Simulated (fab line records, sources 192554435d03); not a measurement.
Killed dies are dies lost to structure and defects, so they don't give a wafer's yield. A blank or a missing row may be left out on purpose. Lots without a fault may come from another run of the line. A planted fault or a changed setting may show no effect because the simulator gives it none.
Chamber matching | flow n5_finfet | N5_FIN_CUT_STRIP_24 on rie_diel-03: 4 sister chambers
The step strips in CF4. 4 wafers are shown with their chamber, then 7 later ones without.

WAFERS WITH THEIR CHAMBER
wafer  | chamber | drypump_motor_current_A (A)
L086.3 | 2       | 5.2
L086.5 | 3       | 6.6
L091.2 | 0       | 5.6
L091.3 | 1       | 5.9

WAFERS WITHOUT THEIR CHAMBER
wafer  | drypump_motor_current_A (A)
L091.6 | 5.9
L092.3 | 5.2
L092.5 | 5.3
L092.6 | 6.6
L093.1 | 5.9
L093.3 | 5.5
L093.5 | 5.2

WHICH CHAMBER EACH WENT THROUGH
wafer  | from the rows above | in truth
L091.6 | 1                   | 1
L092.3 | 2                   | 2
L092.5 | 2                   | 2
L092.6 | 3                   | 3
L093.1 | 1                   | 1
L093.3 | 0                   | 0
L093.5 | 2                   | 2
Placed correctly: 7 of 7. Can't be placed from these rows: 0. Placed wrongly: 0.
How it was worked out, from the rows above alone: a wafer's distance from a chamber is the root of the sum, over the readings, of the square of ((its reading less the chamber's mean) divided by the reading's scatter). The wafer belongs to the nearest chamber; if the next one is less than 2 further off, it can't be placed. A chamber's mean is the mean of its shown wafers. The scatter: with one shown wafer a chamber, the root of the mean of the squares of how far each hidden wafer lies from its nearest shown one.
